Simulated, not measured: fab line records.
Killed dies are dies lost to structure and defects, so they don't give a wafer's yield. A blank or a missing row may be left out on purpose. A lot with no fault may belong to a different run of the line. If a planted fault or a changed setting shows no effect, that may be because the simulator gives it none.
What tool caused it?	flow n5_finfet	9 lots, 26 wafers sampled, at 5 steps of a route of 1938

== WHAT THE GAUGES SHOWED, per wafer ==
N5_HKMG_FIN_CD_MEAS_12: target cd 92.8 nm. Usual: cd_nm at 92.6 nm, with a standard deviation of 0.59.
lot	measured	on	cd_nm (nm)	flag
L670	day 4 00:47	cd_sem-01	92.3 92.7 91.9	
L674	day 5 06:52	cd_sem-02	92.1 92.0 91.7	
L675	day 5 09:11	cd_sem-01	92.4 92.7 92.2	
L682	day 7 07:52	cd_sem-03	93.1 93.6 93.4	
L685	day 7 19:20	cd_sem-01	92.2 92.6 92.1	
L688	day 8 13:44	cd_sem-03	92.6 93.2 92.5	
L691	day 9 08:23	cd_sem-01	93.0 92.4 92.5	
L692	day 9 15:50	cd_sem-01	93.5 92.7	
L693	day 9 21:22	cd_sem-03	91.6 91.9 91.5	

N5_BEOL_M4_RC_MEAS_101. Usual: DIBL_N 36.5 mV/V, standard deviation 1.7; DIBL_P 36.6 mV/V, standard deviation 2.2; IOFF_N 0.16 nA/um, standard deviation 0.033; IOFF_P 0.22 nA/um, standard deviation 0.035; ION_N 671 uA/um, standard deviation 12; ION_P 462 uA/um, standard deviation 7.7; SS_N 71.6 mV/dec, standard deviation 0.54; SS_P 73.3 mV/dec, standard deviation 0.71; VT_N 250 mV, standard deviation 3.2; VT_P -249.9 mV, standard deviation 2.9.
lot	measured	on	DIBL_N (mV/V)	DIBL_P (mV/V)	IOFF_N (nA/um)	IOFF_P (nA/um)	ION_N (uA/um)	ION_P (uA/um)	SS_N (mV/dec)	SS_P (mV/dec)	VT_N (mV)	VT_P (mV)	flag
L670	day 9 01:33	prober-01	36.9 37.4 34.7	36.5 37.4 33.0	0.14 0.16 0.11	0.21 0.22 0.15	655 682 654	453 474 453	71.7 72.2 71.3	73.7 73.2 71.9	252 250 256	-249.5 -249.0 -254.7	
L674	day 10 03:26	prober-02	37.4 39.0 37.2	37.0 40.3 37.0	0.17 0.22 0.16	0.21 0.29 0.22	670 690 673	456 470 463	72.0 71.7 71.7	73.9 75.1 73.6	248 246 249	-250.5 -246.2 -251.4	
L675	day 10 01:27	prober-02	37.7 35.9 38.8	36.2 33.7 37.7	0.16 0.13 0.18	0.26 0.22 0.29	663 665 686	473 469 477	71.5 70.6 71.5	73.5 73.4 73.4	249 251 247	-245.9 -247.4 -242.1	
L682	day 12 21:53	prober-01	39.3 37.7 37.1	39.7 36.7 36.1	0.22 0.18 0.17	0.27 0.23 0.21	694 657 667	469 455 465	72.1 72.0 71.3	73.3 73.9 73.1	247 249 248	-246.6 -249.7 -252.6	
L685	day 13 03:55	prober-02	37.2 39.4 39.3	36.5 38.5 38.4	0.18 0.22 0.21	0.25 0.28 0.27	683 674 674	468 466 461	71.6 72.6 71.6	73.2 74.3 74.5	246 246 248	-246.9 -247.4 -246.6	
L688	day 13 09:06	prober-02	36.9 34.0 37.2	37.8 35.1 39.4	0.15 0.12 0.17	0.20 0.16 0.23	663 672 678	458 459 466	71.4 71.1 72.3	73.1 72.3 73.4	251 255 252	-249.1 -252.2 -247.4	
L691	day 14 09:05	prober-02	37.8 36.7 37.2	39.2 36.7 38.8	0.18 0.15 0.17	0.22 0.18 0.20	683 647 671	466 436 454	71.6 72.2 72.0	74.4 73.6 73.2	248 252 250	-250.4 -255.9 -255.8	
L692	day 14 10:06	prober-01	37.2 38.7	37.7 39.0	0.17 0.19	0.22 0.22	670 680	464 464	71.4 72.3	74.1 73.5	249 247	-251.2 -251.2	
L693	day 15 09:13	prober-02	37.7 37.1 39.2	36.2 35.0 38.0	0.17 0.16 0.20	0.21 0.20 0.25	661 679 689	456 457 469	71.8 71.6 72.0	72.8 73.3 74.1	251 251 247	-251.5 -251.8 -249.3	

== WHAT TOOL EACH LOT RAN ON (gives the tool, then ch and the chambers of the sampled wafers, and finally the start) ==
lot	N5_HKMG_FIN_DESCUM_17	N5_HKMG_FIN_ETCH_32	N5_HKMG_FIN_STRIP_34
L670	rie_diel-04 ch 0,2,3, day 4 00:52	rie_diel-04 ch 0,2,3, day 4 00:58	rie_diel-04 ch 0,2,3, day 4 01:09
L674	rie_diel-01 ch 0,2,3, day 5 06:58	rie_diel-01 ch 0,2,3, day 5 07:03	rie_diel-01 ch 0,2,3, day 5 07:14
L675	rie_diel-05 ch 1,2,3, day 5 09:20	rie_diel-05 ch 1,2,3, day 5 09:25	rie_diel-05 ch 1,2,3, day 5 09:37
L682	rie_diel-04 ch 0,3, day 7 08:04	rie_diel-04 ch 0,3, day 7 08:09	rie_diel-04 ch 0,3, day 7 08:20
L685	rie_diel-04 ch 0,2,3, day 7 19:25	rie_diel-04 ch 0,2,3, day 7 19:31	rie_diel-04 ch 0,2,3, day 7 19:42
L688	rie_diel-04 ch 2,3, day 8 13:51	rie_diel-04 ch 2,3, day 8 13:56	rie_diel-04 ch 2,3, day 8 14:08
L691	rie_diel-01 ch 0,1,3, day 9 08:41	rie_diel-01 ch 0,1,3, day 9 08:47	rie_diel-01 ch 0,1,3, day 9 08:58
L692	rie_diel-05 ch 1,2, day 9 15:56	rie_diel-05 ch 1,2, day 9 16:06	rie_diel-05 ch 1,2, day 9 16:13
L693	rie_diel-01 ch 1,2, day 9 21:51	rie_diel-01 ch 1,2, day 9 21:56	rie_diel-01 ch 1,2, day 9 22:08
- N5_HKMG_FIN_DESCUM_17: chemistry O2, time 7.9 s.
- N5_HKMG_FIN_ETCH_32: etches SOC in N2/H2, target depth 240 nm, time 300 s.
- N5_HKMG_FIN_STRIP_34: strips in CF4.

== AS READ BY THE TOOLS THEMSELVES (means over the sampled wafers that have a number; for cases with no such wafer, the mark the record gives instead) ==
N5_HKMG_FIN_DESCUM_17. Usual: drypump_motor_current_A 5.8 A, standard deviation 0.38; oes_product_au 0.79 a.u., standard deviation 0.096; rf_vpp_V 243.1 V, standard deviation 1.3; showerhead_plenum_p_Torr 2.09 Torr, standard deviation 0.065; throttle_valve_pct 20.51 %, standard deviation 0.26.
lot	tool	drypump_motor_current_A (A)	oes_product_au (a.u.)	rf_vpp_V (V)	showerhead_plenum_p_Torr (Torr)	throttle_valve_pct (%)	flag
L670	rie_diel-04	5.9	0.77	243.0	2.07	20.46	
L674	rie_diel-01	5.8	0.73	243.0	2.09	20.59	
L675	rie_diel-05	5.8	0.74	244.8	2.14	20.52	
L682	rie_diel-04	5.8	0.80	242.0	2.03	20.53	
L685	rie_diel-04	5.9	0.84	242.7	2.06	20.40	
L688	rie_diel-04	6.0	0.86	243.5	2.07	20.29	
L691	rie_diel-01	5.6	0.77	242.6	2.07	20.65	
L692	rie_diel-05	5.4	0.85	243.4	2.13	20.46	
L693	rie_diel-01	5.7	0.81	242.2	2.05	20.60	

N5_HKMG_FIN_ETCH_32. Usual: bias_w 149.9 W, standard deviation 0.49; drypump_motor_current_A 5.8 A, standard deviation 0.38; oes_product_au 0.78 a.u., standard deviation 0.096; rf_vpp_V 523.8 V, standard deviation 2.5; showerhead_plenum_p_Torr 2.54 Torr, standard deviation 0.085; throttle_valve_pct 17.93 %, standard deviation 0.27.
lot	tool	bias_w (W)	drypump_motor_current_A (A)	oes_product_au (a.u.)	rf_vpp_V (V)	showerhead_plenum_p_Torr (Torr)	throttle_valve_pct (%)	flag
L670	rie_diel-04	149.5	5.9	0.78	523.3	2.52	17.93	
L674	rie_diel-01	149.8	5.8	0.72	523.3	2.53	17.99	
L675	rie_diel-05	150.1	5.8	0.73	525.9	2.61	18.00	
L682	rie_diel-04	150.3	5.8	0.80	521.4	2.46	17.89	
L685	rie_diel-04	138.2	5.9	0.82	497.0	2.50	17.85	OFF
L688	rie_diel-04	138.4	6.1	0.85	497.6	2.54	17.82	OFF
L691	rie_diel-01	150.4	5.6	0.76	523.3	2.50	18.02	
L692	rie_diel-05	150.0	5.4	0.83	524.7	2.59	17.92	
L693	rie_diel-01	150.3	5.7	0.81	522.1	2.49	17.94	

N5_HKMG_FIN_STRIP_34. Usual: drypump_motor_current_A 5.8 A, standard deviation 0.38; oes_product_au 0.78 a.u., standard deviation 0.089; rf_vpp_V 271.1 V, standard deviation 1.3; showerhead_plenum_p_Torr 1.79 Torr, standard deviation 0.059; throttle_valve_pct 13.64 %, standard deviation 0.26.
lot	tool	drypump_motor_current_A (A)	oes_product_au (a.u.)	rf_vpp_V (V)	showerhead_plenum_p_Torr (Torr)	throttle_valve_pct (%)	flag
L670	rie_diel-04	5.9	0.76	271.0	1.77	13.57	
L674	rie_diel-01	5.7	0.73	271.2	1.80	13.83	
L675	rie_diel-05	5.8	0.75	271.2	1.84	13.71	
L682	rie_diel-04	5.8	0.79	270.6	1.72	13.47	
L685	rie_diel-04	5.9	0.83	271.5	1.76	13.45	
L688	rie_diel-04	6.1	0.85	271.7	1.79	13.44	
L691	rie_diel-01	5.6	0.77	271.5	1.78	13.83	
L692	rie_diel-05	5.4	0.82	271.8	1.82	13.54	
L693	rie_diel-01	5.7	0.81	270.8	1.77	13.76	

== THE ANSWER, worked out from the rows above alone ==
Rule: a lot counts as off when the mean over its wafers that have a number is more than 3 standard deviations away from the usual mean. Also off: a lot with no number at a reading for which 4 or more lots have one. All remaining lots with rows at the step are treated as sound. After the gauges, taken in route order, come the tools' own readings; for these a lot's mean is taken, as printed above. The first step at which some lot is off is used, and at that step the reading that is off furthest; a lot without a number counts as furthest.
Off, at N5_HKMG_FIN_ETCH_32 on bias_w: L685, L688.
A tool fits if, at that step or a process step before it, it ran every lot that is off, and no sound lot after the first of them. One fits: rie_diel-04 at N5_HKMG_FIN_DESCUM_17 and N5_HKMG_FIN_ETCH_32. At N5_HKMG_FIN_DESCUM_17 its last sound lot is L682 (day 7 08:04), its first lot that is off L685 (day 7 19:25): a fault that began between those two fits.

== WHAT WAS PUT IN BY THE SIMULATOR ==
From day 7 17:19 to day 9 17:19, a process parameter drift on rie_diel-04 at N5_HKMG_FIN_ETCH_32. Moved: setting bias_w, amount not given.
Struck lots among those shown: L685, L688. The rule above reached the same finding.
